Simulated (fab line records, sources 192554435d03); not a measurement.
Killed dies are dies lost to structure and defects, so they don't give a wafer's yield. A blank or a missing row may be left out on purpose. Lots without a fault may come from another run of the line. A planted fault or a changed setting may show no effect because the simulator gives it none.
fab line records | flow n5_finfet
record lots=6 wafers=16 last_day=18
route steps=1938 shown BEOL_M3@962 BEOL_M4@1111 PASSIVATION@1936
lots that met no fault: from a run of the same line without faults
start_h: hours from the record's first day to the start of the lot's first wafer shown | wait_h: hours since the lot's step before | " the same as in the row above | L1.1+2: a row that stands for several wafers | - no value, or no start given | * or withheld: withheld | < > ~ a bound
route shown NAME@n: a module of which the file shows steps, and the number in the route of the first | usual: mean/standard deviation of fault-free wafers | same: alike in all rows | chamber/n: place in a boat | sites: the reading at each site | _std_site: their standard deviation | _edge_site: outer sites' mean less inner sites' | radius_mm: how far each site lies from the wafer's centre | mask NAME#n: copy n | behind: the tool/chamber that last shaped the wafer | hold: why the lot was held/for how many hours/how that ended | device: the transistor (n, p or np) that didn't switch | end of line: the same wafers' tests at the end of the route | a step without rows: its recipe alone | killed: dies lost to structure and defects at the first sort, not the wafer's yield | map: a wafer's dies, x killed, . not, _ none there
set.NAME: the setting as run; set.NAME@STEP: as run at that earlier step | model.NAME: the simulator's own value behind a step, which no gauge read
lots at some steps of the route; a table a step, a row a wafer
services: from which hour (start_h, from the record's first day; less than 0 if before it) a tool's chamber was out of use, for how many hours, and why
## steps
# step N5_BEOL_M3_SOFTBAKE_23
# recipe temp_c=110 time_s=60 resist=CAR-EUV
# step N5_BEOL_M3_EXPOSE_25
# recipe mask_id=V2 na=0.33 source_shape=quasar sigma_inner=0.2 sigma_outer=0.8 polarization=unpolarized defocus_nm=5 dose_mj=63
# step N5_BEOL_M3_PEB_26
# recipe peb_temp_c=100 peb_time_s=60 resist=CAR-EUV
# step N5_BEOL_M3_DEVELOP_27
# recipe develop_time_s=30 developer=TMAH resist=CAR-EUV rinse_liquid=surfactant_rinse dry=air_spin dev_temp_c=23
# step N5_BEOL_M3_CD_MEAS_28
# recipe target_cd_nm=25.7 landing_energy_ev=500 detector=se_inlens target_cd_y_nm=23.3 polarity=opening
# usual cd_nm=25.71/0.25
# same landing_energy_ev=500
# columns lot.wafer tool chamber start_h wait_h cd_nm
L486.1 cd_sem-02 0 176.73 - 25.51
L486.2 " 0 " " 25.46
L486.5 " 0 " " 25.87
L492.3 cd_sem-01 0 225.74 - 25.72
L492.4 " 0 " " 25.71
L492.5 " 0 " " 25.64
L493.1 cd_sem-03 0 228.08 - 25.44
L493.3 " 0 " " 25.71
L493.4 " 0 " " 25.54
L497.2 cd_sem-01 0 257.15 - 25.36
L497.6 " 0 " " 25.84
L504.1 cd_sem-02 0 289.07 - 26.13
L504.5 " 0 " " 25.70
L503.1 cd_sem-02 0 295.76 - 25.79
L503.2 " 0 " " 25.53
L503.3 " 0 " " 25.34
# step N5_BEOL_M3_OVL_MEAS_29
# recipe points_per_wafer=522
# usual V2_OVL=-0.6/0.63
# columns lot.wafer tool chamber start_h wait_h V2_OVL[nm]
L486.1 overlay-01 0 176.76 0.0 -1.1
L486.2 " 0 " " -1.7
L486.5 " 0 " " -1.1
L492.3 overlay-02 0 225.78 0.0 0.7
L492.4 " 0 " " 0.1
L492.5 " 0 " " -0.4
L493.1 overlay-02 0 228.11 0.0 0.3
L493.3 " 0 " " 0.1
L493.4 " 0 " " -0.6
L497.2 overlay-02 0 257.19 0.0 -1.1
L497.6 " 0 " " -1.2
L504.1 overlay-01 0 289.10 0.0 0.1
L504.5 " 0 " " -0.1
L503.1 overlay-02 0 295.79 0.0 0.1
L503.2 " 0 " " -0.6
L503.3 " 0 " " -0.4
# step N5_BEOL_M3_INSPECT_30
# recipe mode=adi inspect_instrument=brightfield
# usual raw_defect_count=383/93
# columns lot.wafer tool chamber start_h wait_h raw_defect_count
L486.1 defect_inspect-01 - 176.82 0.1 551
L486.2 " - " " 424
L486.5 " - " " 512
L492.3 defect_inspect-01 - 225.84 0.1 567
L492.4 " - " " 438
L492.5 " - " " 342
L493.1 defect_inspect-01 - 228.17 0.1 244
L493.3 " - " " 340
L493.4 " - " " 184
L497.2 defect_inspect-01 - 257.25 0.1 423
L497.6 " - " " 419
L504.1 defect_inspect-01 - 289.16 0.1 353
L504.5 " - " " 323
L503.1 defect_inspect-02 - 295.85 0.1 328
L503.2 " - " " 436
L503.3 " - " " 408
# step N5_BEOL_M3_DESCUM_33
# recipe chemistry=O2 time_s=7 source_power_w=50 bias_power_w=20 pressure_mtorr=20 rf_frequency_hz=2.712e+07 temp_c=40 resist=CAR-EUV o2_flow_sccm=225
# usual bias_power_w=20.01/0.06 drypump_motor_current_A=6.0/0.42 oes_product_au=0.81/0.1 rf_vpp_V=243.1/1.3 showerhead_plenum_p_Torr=2.09/0.063 throttle_valve_pct=20.40/0.27
# columns lot.wafer tool chamber start_h wait_h bias_power_w drypump_motor_current_A oes_product_au rf_hours_counter_h rf_vpp_V showerhead_plenum_p_Torr throttle_valve_pct
L486.1 rie_diel-03 2 176.85 0.0 19.91 6.5 0.71 216 243.0 2.09 20.54
L486.2 " 3 " " 20.10 6.4 0.70 204 244.9 2.16 20.49
L486.5 " 0 " " 20.00 5.3 0.79 - 242.0 2.12 20.43
L492.3 rie_diel-03 3 225.87 0.0 20.07 6.4 0.68 218 243.4 2.16 20.51
L492.4 " 2 " " 19.98 6.6 0.71 231 244.2 2.09 20.55
L492.5 " 2 " " 20.03 6.5 0.71 - 243.2 2.09 20.56
L493.1 rie_diel-02 2 228.20 0.0 19.98 5.7 1.02 2 246.0 2.21 20.34
L493.3 " 3 " " 20.01 5.8 0.73 195 241.5 1.98 20.11
L493.4 " 0 " " 19.95 6.7 0.87 66 243.9 2.14 20.13
L497.2 rie_diel-02 1 257.34 0.1 20.08 5.7 0.72 180 243.0 2.01 20.97
L497.6 " 2 " " 19.92 5.7 0.99 - 245.9 2.21 20.36
L504.1 rie_diel-02 1 289.32 0.2 20.03 5.7 0.73 191 243.3 2.00 20.97
L504.5 " 1 " " 20.01 5.7 0.72 - 242.4 2.01 20.99
L503.1 rie_diel-03 0 295.88 0.0 19.98 5.2 0.77 147 243.3 2.11 20.49
L503.2 " 1 " " 20.04 5.8 0.90 43 241.8 2.03 20.19
L503.3 " 3 " " 20.00 6.5 0.68 234 244.2 2.15 20.54
# step N5_BEOL_M3_ETCH_77
# recipe chemistry=N2/H2 target=underlayer target_depth_a=65 mask_material=CAR-EUV time_s=5.2 ion_energy_ev=200 pressure_mtorr=30 source_w=840 bias_w=150 n2_flow_sccm=200 h2_flow_sccm=200 ends=cleared
# usual drypump_motor_current_A=6.0/0.42 etch_rf_on_time_s=5.23/0.19 oes_product_au=0.68/0.085 rf_vpp_V=523.6/2.5 showerhead_plenum_p_Torr=2.53/0.078 throttle_valve_pct=17.77/0.26
# columns lot.wafer tool chamber start_h wait_h drypump_motor_current_A etch_rf_on_time_s oes_product_au rf_hours_counter_h rf_vpp_V showerhead_plenum_p_Torr throttle_valve_pct
L486.1 rie_diel-03 2 176.89 0.0 6.6 5.10 0.61 216 523.1 2.51 17.93
L486.2 " 3 " " 6.4 5.19 0.60 204 525.3 2.62 17.93
L486.5 " 0 " " 5.2 5.36 0.67 - 525.0 2.55 17.64
L492.3 rie_diel-03 3 225.91 0.0 6.4 5.19 0.60 218 525.1 2.61 17.94
L492.4 " 2 " " 6.6 5.06 0.61 231 523.7 2.50 17.96
L492.5 " 2 " " 6.6 5.07 0.62 - 524.8 2.50 17.94
L493.1 rie_diel-02 2 228.24 0.0 5.7 4.56 0.90 2 528.8 2.72 17.88
L493.3 " 3 " " 5.8 5.23 0.62 195 519.7 2.42 17.80
L493.4 " 0 " " 6.7 5.17 0.72 66 522.3 2.58 17.38
L497.2 rie_diel-02 1 257.37 0.0 5.8 5.32 0.61 180 521.0 2.41 18.09
L497.6 " 2 " " 5.7 4.64 0.86 - 527.6 2.72 17.96
L504.1 rie_diel-02 1 289.35 0.0 5.8 5.31 0.60 191 521.2 2.40 18.16
L504.5 " 1 " " 5.7 5.31 0.60 - 520.7 2.40 18.15
L503.1 rie_diel-03 0 295.92 0.0 5.3 5.35 0.65 147 523.7 2.53 17.70
L503.2 " 1 " " 5.9 5.46 0.74 43 521.4 2.48 17.57
L503.3 " 3 " " 6.4 5.24 0.59 234 526.3 2.60 17.99
# step N5_BEOL_M3_ETCH_69
# recipe chemistry=CF4 target=SiARC target_depth_a=156 mask_material=CAR-EUV time_s=26 ion_energy_ev=80 pressure_mtorr=40 source_w=545 bias_w=36 Ar_flow_sccm=100 cf4_flow_sccm=100 ends=cleared
# usual drypump_motor_current_A=6.0/0.42 etch_rf_on_time_s=26.2/0.96 oes_product_au=0.68/0.085 rf_vpp_V=184.0/1.2 showerhead_plenum_p_Torr=2.14/0.064 throttle_valve_pct=15.60/0.24
# columns lot.wafer tool chamber start_h wait_h drypump_motor_current_A etch_rf_on_time_s oes_product_au rf_hours_counter_h rf_vpp_V showerhead_plenum_p_Torr throttle_valve_pct
L486.1 rie_diel-03 2 176.90 0.0 6.6 25.4 0.62 216 183.2 2.11 15.66
L486.2 " 3 " " 6.4 25.5 0.61 204 184.8 2.21 15.73
L486.5 " 0 " " 5.2 26.8 0.66 - 185.3 2.15 15.51
L492.3 rie_diel-03 3 225.92 0.0 6.4 25.9 0.60 218 184.9 2.21 15.77
L492.4 " 2 " " 6.6 25.6 0.60 231 182.3 2.10 15.67
L492.5 " 2 " " 6.6 25.6 0.61 - 184.6 2.10 15.67
L493.1 rie_diel-02 2 228.26 0.0 5.7 23.3 0.90 2 185.8 2.29 15.62
L493.3 " 3 " " 5.9 26.9 0.62 195 181.6 2.05 15.51
L493.4 " 0 " " 6.7 25.4 0.74 66 184.5 2.18 15.29
L497.2 rie_diel-02 1 257.39 0.0 5.7 26.7 0.61 180 182.1 2.06 16.08
L497.6 " 2 " " 5.7 23.6 0.86 - 186.9 2.29 15.65
L504.1 rie_diel-02 1 289.37 0.0 5.7 26.5 0.61 191 184.4 2.05 16.10
L504.5 " 1 " " 5.7 26.4 0.61 - 181.1 2.05 16.09
L503.1 rie_diel-03 0 295.94 0.0 5.3 26.7 0.65 147 183.3 2.14 15.59
L503.2 " 1 " " 5.8 27.2 0.74 43 183.0 2.08 15.37
L503.3 " 3 " " 6.4 25.6 0.60 234 183.3 2.20 15.79
# step N5_BEOL_M3_ALD_98
# recipe material=SiO2 target_thk_a=25 temp_c=100 ald_precursor_family=BDEAS ald_co_reactant=O2-plasma pulse_time_s=1 co_reactant_pulse_time_s=1 purge_time_s=2 co_reactant_purge_time_s=2 ald_cycles=17 pressure_torr=2
# usual chamber_pressure_Torr=2.000/0.0041 heater_power_w=79/7.8 precursor_pulse_height_rel=1.001/0.021
# columns lot.wafer tool chamber start_h wait_h chamber_pressure_Torr heater_power_w precursor_pulse_height_rel
L486.1 ald_sin-04 2 176.99 0.1 1.996 82 1.008
L486.2 " 1 " " 1.999 80 1.016
L486.5 " 2 " " 2.007 84 0.984
L492.3 ald_sin-04 2 226.01 0.1 2.001 86 0.975
L492.4 " 3 " " 2.000 66 1.015
L492.5 " 3 " " 1.999 67 0.987
L493.1 ald_sin-04 3 228.34 0.1 2.005 67 1.018
L493.3 " 2 " " 2.003 84 0.990
L493.4 " 0 " " 1.998 90 0.976
L497.2 ald_sin-03 1 257.48 0.1 1.998 84 0.987
L497.6 " 0 " " 2.001 85 1.021
L504.1 ald_sin-03 2 289.45 0.1 1.995 78 0.974
L504.5 " 1 " " 1.999 86 0.998
L503.1 ald_sin-04 0 296.02 0.1 1.996 86 0.986
L503.2 " 1 " " 1.999 74 0.998
L503.3 " 3 " " 2.003 65 0.994
# step N5_BEOL_M3_ETCHBACK_99
# recipe chemistry=CHF3 target=SiO2 target_depth_a=50 time_s=10.4 source_w=215 bias_w=47 Ar_flow_sccm=200 CHF3_flow_sccm=12 ion_energy_ev=100 pressure_mtorr=30
# usual drypump_motor_current_A=6.0/0.38 oes_product_au=0.80/0.096 rf_vpp_V=241/7.6 showerhead_plenum_p_Torr=2.14/0.064 throttle_valve_pct=17.04/0.24
# columns lot.wafer tool chamber start_h wait_h drypump_motor_current_A oes_product_au rf_hours_counter_h rf_vpp_V showerhead_plenum_p_Torr throttle_valve_pct
L486.1 rie_diel-03 0 181.73 4.7 5.3 0.78 112 245 2.15 16.88
L486.2 " 2 " " 6.5 0.71 218 246 2.10 16.93
L486.5 " 2 " " 6.5 0.72 - 246 2.10 16.93
L492.3 rie_diel-01 0 226.23 0.2 6.2 0.92 20 237 2.20 16.82
L492.4 " 2 " " 6.0 0.71 176 246 2.22 17.25
L492.5 " 0 " " 6.2 0.92 - 237 2.20 16.81
L493.1 rie_diel-01 0 232.22 3.8 6.2 0.92 22 239 2.20 16.82
L493.3 " 2 " " 6.0 0.72 178 246 2.22 17.26
L493.4 " 3 " " 5.9 0.69 217 242 2.14 17.22
L497.2 rie_diel-01 1 259.37 1.8 6.0 0.86 49 240 2.10 17.08
L497.6 " 2 " " 6.0 0.72 - 246 2.22 17.29
L504.1 rie_diel-03 0 289.81 0.3 5.2 0.75 144 246 2.14 16.96
L504.5 " 0 " " 5.2 0.76 - 244 2.14 16.94
L503.1 rie_diel-03 1 298.40 2.3 5.9 0.87 44 248 2.10 16.89
L503.2 " 3 " " 6.4 0.69 235 225 2.19 17.06
L503.3 " 0 " " 5.2 0.75 148 245 2.14 16.95
# step N5_BEOL_M3_ETCH_70
# recipe chemistry=N2/H2 target=SOC target_depth_a=800 overetch_a=160 mask_material=SiARC temp_c=40 time_s=120 ion_energy_ev=200 pressure_mtorr=30 source_w=840 bias_w=150 n2_flow_sccm=200 h2_flow_sccm=200
# usual drypump_motor_current_A=6.0/0.39 oes_product_au=0.61/0.07 rf_vpp_V=523.9/2.3 showerhead_plenum_p_Torr=2.53/0.076 throttle_valve_pct=17.75/0.27
# columns lot.wafer tool chamber start_h wait_h drypump_motor_current_A oes_product_au rf_hours_counter_h rf_vpp_V showerhead_plenum_p_Torr throttle_valve_pct model.SiARC_of_BEOL_M3_COAT_68.thk_nm
L486.1 rie_diel-03 0 181.77 0.0 5.2 0.62 112 524.1 2.55 17.62 6.6
L486.2 " 2 " " 6.6 0.55 218 523.3 2.51 17.88 6.2
L486.5 " 2 " " 6.6 0.55 - 524.1 2.51 17.88 6.2
L492.3 rie_diel-01 0 226.26 0.0 6.2 0.70 20 526.3 2.56 17.34 6.6
L492.4 " 2 " " 6.0 0.55 176 526.7 2.62 17.99 6.2
L492.5 " 0 " " 6.2 0.69 - 526.2 2.56 17.31 6.4
L493.1 rie_diel-01 0 232.25 0.0 6.2 0.69 22 525.7 2.56 17.33 2.8
L493.3 " 2 " " 6.0 0.55 178 526.4 2.62 17.99 6
L493.4 " 3 " " 5.9 0.54 217 523.9 2.51 18.01 6.6
L497.2 rie_diel-01 1 259.41 0.0 6.1 0.67 49 524.9 2.48 17.79 2.8
L497.6 " 2 " " 6.0 0.55 - 526.1 2.62 18.00 6.2
L504.1 rie_diel-03 0 289.85 0.0 5.3 0.59 144 523.8 2.53 17.65 6.4
L504.5 " 0 " " 5.3 0.59 - 525.1 2.53 17.65 6.4
L503.1 rie_diel-03 1 298.43 0.0 5.9 0.67 44 521.5 2.48 17.52 6.4
L503.2 " 3 " " 6.4 0.52 235 524.3 2.60 17.92 6.8
L503.3 " 0 " " 5.2 0.59 148 524.3 2.53 17.67 6.4
# step N5_BEOL_M3_STRIP_71
# recipe chemistry=N2/H2 temp_c=40 n2_flow_sccm=200 h2_flow_sccm=200 rf_frequency_hz=6e+07
# step N5_BEOL_M4_RC_MEAS_101
# usual DIBL_N=36.1/2 DIBL_P=36.3/2.5 IOFF_N=0.16/0.037 IOFF_P=0.21/0.039 ION_N=678/15 ION_P=465/8.7 SS_N=71.4/0.7 SS_P=73.3/0.74 VT_N=249/3.6 VT_P=-250.0/2.9
# columns lot.wafer tool chamber start_h wait_h DIBL_N[mV/V] DIBL_P[mV/V] IOFF_N[nA/um] IOFF_P[nA/um] ION_N[uA/um] ION_P[uA/um] SS_N[mV/dec] SS_P[mV/dec] VT_N[mV] VT_P[mV]
L486.1 prober-02 0 197.80 0.0 33.9 35.8 0.13 0.19 665 464 71.0 72.8 254 -252.9
L486.2 " 0 " " 36.1 37.4 0.16 0.20 682 467 71.2 73.4 251 -253.5
L486.5 " 0 " " 33.3 34.6 0.12 0.18 668 462 70.1 73.2 255 -254.2
L492.3 prober-01 0 256.17 0.3 37.9 36.7 0.17 0.24 654 455 72.0 73.6 252 -246.1
L492.4 " 0 " " 34.7 33.0 0.13 0.19 670 457 70.6 72.4 251 -249.3
L492.5 " 0 " " 35.3 33.8 0.13 0.20 657 465 71.1 73.2 252 -250.4
L493.1 prober-02 0 256.28 0.0 35.6 35.2 0.17 0.19 685 467 71.0 72.9 248 -252.2
L493.3 " 0 " " 33.7 33.8 0.13 0.18 677 465 70.9 72.3 252 -252.4
L493.4 " 0 " " 34.7 34.0 0.14 0.19 658 453 71.0 72.8 250 -252.1
L497.2 prober-02 0 284.11 0.2 37.8 39.4 0.20 0.21 685 459 71.8 73.6 243 -253.1
L497.6 " 0 " " 32.7 32.8 0.12 0.14 663 449 70.2 72.4 252 -257.2
L504.1 prober-02 0 313.10 0.0 34.4 35.3 0.13 0.20 663 456 70.3 73.5 250 -248.7
L504.5 " 0 " " 32.6 32.2 0.11 0.16 674 474 70.5 72.4 252 -252.8
L503.1 prober-01 0 324.98 0.0 38.4 39.4 0.22 0.26 686 464 72.2 73.9 245 -245.6
L503.2 " 0 " " 32.9 33.3 0.13 0.17 672 465 70.0 73.2 248 -249.2
L503.3 " 0 " " 33.2 33.9 0.13 0.19 685 481 70.8 72.1 249 -251.4
# step N5_PASSIVATION_PROBE_49
# usual defect_limited_yield=91.1/1.3 killed_at_M0_to_M3=32/9.7 killed_at_M4_up=16/6 killed_at_contacts=12/5.9 killed_at_front_end=41/11 killed_at_other=4/3.1 killed_dies=104/16 killed_open=68/12 killed_short=34/7.4 sort_bin_5_function=5.1/0.85 sort_bin_6_memory=3.3/0.66 sort_n_pass=1075/16 sort_yield_pct=91.1/1.4
# same gross_dies=1180 killed_at_back_side=0 sort_bin_4_leakage[%]=0 sort_bin_8_speed[%]=0
# columns lot.wafer tool chamber start_h wait_h defect_limited_yield[%] killed_at_M0_to_M3 killed_at_M4_up killed_at_contacts killed_at_front_end killed_at_other killed_dies killed_open killed_short sort_bin_5_function[%] sort_bin_6_memory[%] sort_n_pass sort_yield_pct[%]
L486.1 prober-01 - 313.94 0.0 90.0 63 10 10 30 5 118 72 45 6.5 3.1 1062 90.0
L486.2 prober-01 - 313.99 0.1 90.8 36 18 13 38 4 109 78 31 5.3 3.6 1071 90.8
L486.5 prober-01 - 314.14 0.2 91.9 42 16 17 17 4 96 69 25 3.8 4.1 1084 91.9
L492.3 prober-02 - 366.05 0.1 89.6 26 13 13 63 8 123 73 42 6.4 3.4 1057 89.6
L492.4 prober-02 - 366.10 0.2 89.3 27 21 13 63 2 126 102 23 6.9 3.6 1054 89.3
L492.5 prober-02 - 366.15 0.2 88.8 38 13 22 56 3 132 89 40 6.0 4.7 1048 88.8
L493.1 prober-01 - 367.56 0.0 89.4 37 9 2 68 9 125 78 36 5.6 3.7 1055 89.4
L493.3 prober-01 - 367.66 0.1 91.8 38 9 6 39 5 97 68 29 5.3 2.6 1083 91.8
L493.4 prober-01 - 367.71 0.2 92.3 27 11 4 44 5 91 67 24 4.0 3.5 1089 92.3
L497.2 prober-02 - 394.70 0.1 91.4 34 16 10 40 1 101 74 26 4.9 3.5 1079 91.4
L497.6 prober-02 - 394.90 0.3 93.1 12 21 12 35 2 82 62 18 4.2 2.5 1098 93.1
L503.1 prober-01 - 430.47 0.0 90.1 37 13 16 34 17 117 80 37 6.4 3.2 1063 90.1
L503.2 prober-01 - 430.52 0.1 90.8 22 21 10 48 8 109 57 45 5.6 2.7 1071 90.8
L503.3 prober-01 - 430.57 0.1 90.7 36 16 12 36 10 110 72 38 5.2 3.7 1070 90.7
# killed by level:class
L486.1 BEOL_M0_SAQP:geometric_particle:short=14 BEOL_M2:geometric_particle:open=14 BEOL_M3:geometric_particle:open=13 BEOL_M0_SAQP:geometric_particle:open=10 FIN_SAQP:geometric_particle:short=6 DUMMY_GATE:geometric_particle:open=6 MOL_CONTACT_COAG:geometric_particle:open=6 FIN_SAQP:geometric_particle:open=4
L486.2 STI_FIN_REVEAL:geometric_particle:open=9 BEOL_M3:geometric_particle:open=9 BEOL_M4:geometric_particle:open=8 MOL_CONTACT_COAG:geometric_particle:open=7 BEOL_M0_SAQP:geometric_particle:open=7 BEOL_M2:geometric_particle:open=7 MOL_CONTACT_COAG:geometric_particle:short=6 STARTING-WAFER:geometric_particle:short=5
L486.5 MOL_CONTACT_COAG:geometric_particle:open=13 BEOL_M2:geometric_particle:open=11 BEOL_M3:geometric_particle:open=7 BEOL_M4:geometric_particle:open=6 BEOL_M0_SAQP:geometric_particle:open=5 BEOL_M1:geometric_particle:open=5 STI_FIN_REVEAL:geometric_particle:open=4 BEOL_M0_SAQP:geometric_particle:short=4
L492.3 STI_FIN_REVEAL:geometric_particle:open=14 BEOL_M0_SAQP:geometric_particle:short=12 FIN_SAQP:geometric_particle:open=11 DUMMY_GATE:geometric_particle:open=10 MOL_CONTACT_COAG:geometric_particle:open=10 BEOL_M0_SAQP:geometric_particle:open=7 GATE_CUT:geometric_particle:short=6 HKMG_FIN:area_etch=6
L492.4 STI_FIN_REVEAL:geometric_particle:open=23 FIN_SAQP:geometric_particle:open=16 BEOL_M2:geometric_particle:open=12 MOL_CONTACT_COAG:geometric_particle:open=10 DUMMY_GATE:geometric_particle:open=7 BEOL_M4:geometric_particle:open=7 BEOL_M0_SAQP:geometric_particle:open=6 BEOL_M7:geometric_particle:open=6
L492.5 MOL_CONTACT_COAG:geometric_particle:open=17 FIN_SAQP:geometric_particle:open=15 BEOL_M0_SAQP:geometric_particle:short=9 DUMMY_GATE:geometric_particle:open=8 BEOL_M0_SAQP:geometric_particle:open=8 BEOL_M1:geometric_particle:open=8 STI_FIN_REVEAL:geometric_particle:open=7 MOL_CONTACT_COAG:geometric_particle:short=5
L493.1 FIN_SAQP:geometric_particle:open=18 BEOL_M2:geometric_particle:open=12 FIN_SAQP:geometric_particle:short=11 HKMG_FIN:area_etch=10 GATE_CUT:geometric_particle:open=8 BEOL_M0:geometric_particle:open=7 BEOL_M0_SAQP:geometric_particle:open=7 GATE_CUT:geometric_particle:short=6
L493.3 FIN_SAQP:geometric_particle:open=15 BEOL_M1:geometric_particle:open=8 FIN_SAQP:geometric_particle:short=7 BEOL_M2:geometric_particle:open=7 BEOL_M0_SAQP:geometric_particle:open=6 BEOL_M0:geometric_particle:open=5 STI_FIN_REVEAL:geometric_particle:open=4 MOL_CONTACT_COAG:geometric_particle:open=4
L493.4 FIN_SAQP:geometric_particle:open=14 GATE_CUT:geometric_particle:open=7 BEOL_M2:geometric_particle:open=7 ILD0:geometric_particle:open=6 BEOL_M0_SAQP:geometric_particle:open=6 BEOL_M0_SAQP:geometric_particle:short=6 BEOL_M4:geometric_particle:open=6 STARTING-WAFER:geometric_particle:open=5
L497.2 STI_FIN_REVEAL:geometric_particle:open=12 FIN_SAQP:geometric_particle:open=10 MOL_CONTACT_COAG:geometric_particle:open=10 BEOL_M0_SAQP:geometric_particle:open=8 BEOL_M0:geometric_particle:open=8 BEOL_M0_SAQP:geometric_particle:short=6 BEOL_M4:geometric_particle:open=5 BEOL_M0:geometric_particle:short=5
L497.6 STI_FIN_REVEAL:geometric_particle:open=12 BEOL_M4:geometric_particle:open=11 MOL_CONTACT_COAG:geometric_particle:open=10 FIN_SAQP:geometric_particle:open=6 BEOL_M0_SAQP:geometric_particle:short=6 DUMMY_GATE:geometric_particle:open=5 BEOL_M2:geometric_particle:open=5 FIN_CUT:geometric_particle:short=2
L503.1 MOL_CONTACT_COAG:geometric_particle:open=12 FIN_SAQP:geometric_particle:open=9 BEOL_M0_SAQP:geometric_particle:open=9 BEOL_M4:geometric_particle:open=6 BEOL_M2:geometric_particle:short=6 BEOL_M2:geometric_particle:open=6 PASS1_CAP:geometric_particle:short=6 STARTING-WAFER:geometric_particle:open=6
L503.2 FIN_SAQP:geometric_particle:open=10 BEOL_M4:geometric_particle:open=9 FIN_SAQP:geometric_particle:short=8 HKMG_FIN:area_etch=7 MOL_CONTACT_COAG:geometric_particle:open=6 STI_FIN_REVEAL:geometric_particle:open=5 BEOL_M1:geometric_particle:short=5 BEOL_M4:geometric_particle:short=5
L503.3 STI_FIN_REVEAL:geometric_particle:open=12 MOL_CONTACT_COAG:geometric_particle:open=9 FIN_SAQP:geometric_particle:open=7 BEOL_M1:geometric_particle:open=7 BEOL_M2:geometric_particle:open=6 BEOL_M3:geometric_particle:short=6 FIN_SAQP:geometric_particle:short=5 BEOL_M0_SAQP:geometric_particle:open=5
## services
# columns tool chamber start_h hours kind
rie_diel-02 3 159.82 13.2 repair
ald_sin-03 - 178.32 14.0 pm
rie_diel-01 - 185.38 2.8 pm
rie_diel-02 2 203.25 - clean
rie_diel-02 2 203.25 - consumable_replace:focus_ring
rie_diel-02 2 203.25 - consumable_replace:showerhead
rie_diel-02 2 203.25 16.7 scheduled_down
rie_diel-02 2 203.25 16.7 vent_cycle
rie_diel-01 1 203.57 9.8 repair
rie_diel-01 3 254.41 9.7 repair
rie_diel-02 3 255.88 9.2 repair
ald_sin-04 - 268.53 14.0 pm
ald_sin-04 0 268.53 14.0 vent_cycle
ald_sin-04 1 268.53 14.0 vent_cycle
ald_sin-04 2 268.53 14.0 vent_cycle
ald_sin-04 3 268.53 14.0 vent_cycle
rie_diel-03 3 274.13 5.8 repair
rie_diel-01 3 275.10 4.1 repair
ald_sin-04 0 282.53 - clean
ald_sin-04 1 282.53 - clean
rie_diel-03 2 283.09 - clean
rie_diel-03 2 283.09 - consumable_replace:focus_ring
rie_diel-03 2 283.09 32.6 scheduled_down
rie_diel-03 2 283.09 32.6 vent_cycle
## key
first_sign none at tools or gauges
model_effect step=N5_BEOL_M3_ETCH_70 value=SiARC_of_BEOL_M3_COAT_68.thk_nm without=6.4 struck=2.8
met_at N5_BEOL_M3_ETCH_70
struck_wafers L493.1,L497.2
baseline_loss step=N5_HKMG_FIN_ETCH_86 wafers=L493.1
onset_between 226.26 232.25
fault kind=process_parameter_drift tool=rie_diel-01 chamber=- onset_h=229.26 steps=N5_BEOL_M3_ETCH_70 channel=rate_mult offset=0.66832 shape=step end_h=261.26 scope=struck_wafers_only
# baseline_loss: these wafers lose ten dies or more at that step, a loss of the line's own and not of a fault; the sort's usual values leave them out
